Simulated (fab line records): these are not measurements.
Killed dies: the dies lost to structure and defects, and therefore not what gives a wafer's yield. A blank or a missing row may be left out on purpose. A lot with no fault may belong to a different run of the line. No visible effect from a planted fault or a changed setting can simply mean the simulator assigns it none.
Comparing a struck lot with a sound one + flow n5Finfet + 15 steps out of a route of 1938
Sound: the wafers L346.1, L346.5, L346.6. Struck: wafers L358.1, L358.2, L358.5. The cause is given at the end.
At each step with rows: each side's tool, then ch and its chambers, then its first start. Under that, the readings that differ: sound wafers + struck wafers + difference of the means + sigmas: that difference in standard deviations of wafers without a fault.
alike: same words and numbers on both sides, and readings whose means sit less than 2 such deviations apart. not compared: any withheld reading, any reading some wafer has no value for, any bound like >300 that may hide the same value, and any number with overlapping values for which the record gives no deviation.
Wherever a step has rows on one side only, a row that says differs or no value, or a row with sigmas, the two part there. Numbers that don't overlap but have no deviation are shown without sigmas and don't part them. A reading that every wafer of one side lacks parts them only if that side has two wafers or more.

N5_BEOL_M1_OVL_MEAS_12:
  sound on overlay-02 ch 0, day 6 14:59; struck on overlay-02 ch 0, day 9 08:11
  alike: M1_OVL
N5_BEOL_M1_INSPECT_13: inspects for defects (brightfield).
  struck on defectInspect-02, day 9 08:14; sound on defectInspect-02, day 6 15:02
  alike: rawDefectCount
then, 1 step without rows for these wafers: N5_BEOL_M1_DESCUM_16 (chemistry O2, time 7 s).
N5_BEOL_M1_ETCH_74: etches underlayer in N2/H2, target depth 6.5 nm, time 5.2 s.
  sound on rieDiel-03 ch 2,3, day 6 15:07; struck on rieDiel-04 ch 0,1,2, day 9 08:19
  alike: drypumpMotorCurrentA, etchRfOnTimeS, oesProductAu, rfVppV, showerheadPlenumPTorr, throttleValvePct
  not compared: rfHoursCounterH
N5_BEOL_M1_ETCH_63: etches SiARC in CF4, target depth 15.6 nm, time 26 s.
  sound on rieDiel-03 ch 2,3, day 6 15:08; struck on rieDiel-04 ch 0,1,2, day 9 08:20
  alike: drypumpMotorCurrentA, etchRfOnTimeS, oesProductAu, rfVppV, showerheadPlenumPTorr, throttleValvePct
  not compared: rfHoursCounterH
N5_BEOL_M1_ETCH_64: etches SOC in N2/H2, target depth 75 nm, overetch 15 nm, time 112.5 s.
  sound on rieDiel-03 ch 2,3, day 6 15:09; struck on rieDiel-04 ch 0,1,2, day 9 08:22
  alike: drypumpMotorCurrentA, oesProductAu, rfVppV, showerheadPlenumPTorr, tempC, throttleValvePct
  not compared: rfHoursCounterH
then, 3 steps without rows for these wafers: N5_BEOL_M1_STRIP_65 (strips in N2/H2); N5_BEOL_M1_STRIP_75 (strips in N2/H2); N5_BEOL_M1_STRIP_66 (strips in CF4).
N5_BEOL_M1_HM_OPEN_17: chemistry Cl2/BCl3, target TiN, target depth 20 nm, overetch 6 nm.
  sound on rieMetal-01 ch 0,1, day 6 15:19; struck on rieMetal-01 ch 0,1, day 9 08:32
  alike: drypumpMotorCurrentA, oesProductAu, throttleValvePct
  not compared: rfHoursCounterH
N5_BEOL_M1_STRIP_19: strips in O2.
  sound on rieDiel-05 ch 1,2, day 6 15:34; struck on rieDiel-05 ch 0,2, day 9 08:38
| reading    | sound       | struck      | difference | sigmas |
|------------|-------------|-------------|------------|--------|
| rfVppV (V) | 4.0 5.3 4.6 | 3.5 3.7 3.4 | -1.1       | -2     |
  alike: drypumpMotorCurrentA, o2FlowSccm, oesProductAu, showerheadPlenumPTorr, tempC, throttleValvePct
  not compared: rfHoursCounterH
N5_BEOL_M1_CD_MEAS_18: pitch 36 nm, target cd 18 nm.
  struck on cdSem-01, day 9 08:43; sound on cdSem-03, day 6 15:38
  alike: cdNm
N5_BEOL_M1_COAT_67: time 60 s, resist thk 60 nm.
  sound on lithoTrack-04 ch 0, day 6 15:41; struck on lithoTrack-05 ch 0, day 9 08:45
| reading               | sound                | struck               | difference | sigmas |
|-----------------------|----------------------|----------------------|------------|--------|
| heaterPowerTotalW (W) | 497.3 502.3 497.7    | 512.2 511.8 508.4    | +11.7      | +6     |
| plateTempC (C)        | 249.65 249.88 249.72 | 253.74 254.00 253.77 | +4.09      | +24    |
then, 1 step without rows for these wafers: N5_BEOL_M1_COAT_68 (time 60 s, resist thk 12 nm).
N5_BEOL_M4_RC_MEAS_101:
  sound on prober-01 ch 0, day 8 06:11; struck on prober-01 ch 0, day 11 08:21
  alike: DIBL_N, DIBL_P, IOFF_N, IOFF_P, ION_N, ION_P, SS_N, SS_P, VT_N, VT_P

## WHERE THEY PART
First at N5_BEOL_M1_STRIP_19; last, within this record, at N5_BEOL_M1_COAT_67. Later steps at which nothing parts them and some readings are alike: N5_BEOL_M4_RC_MEAS_101.

WHY: what had been put in by the simulator
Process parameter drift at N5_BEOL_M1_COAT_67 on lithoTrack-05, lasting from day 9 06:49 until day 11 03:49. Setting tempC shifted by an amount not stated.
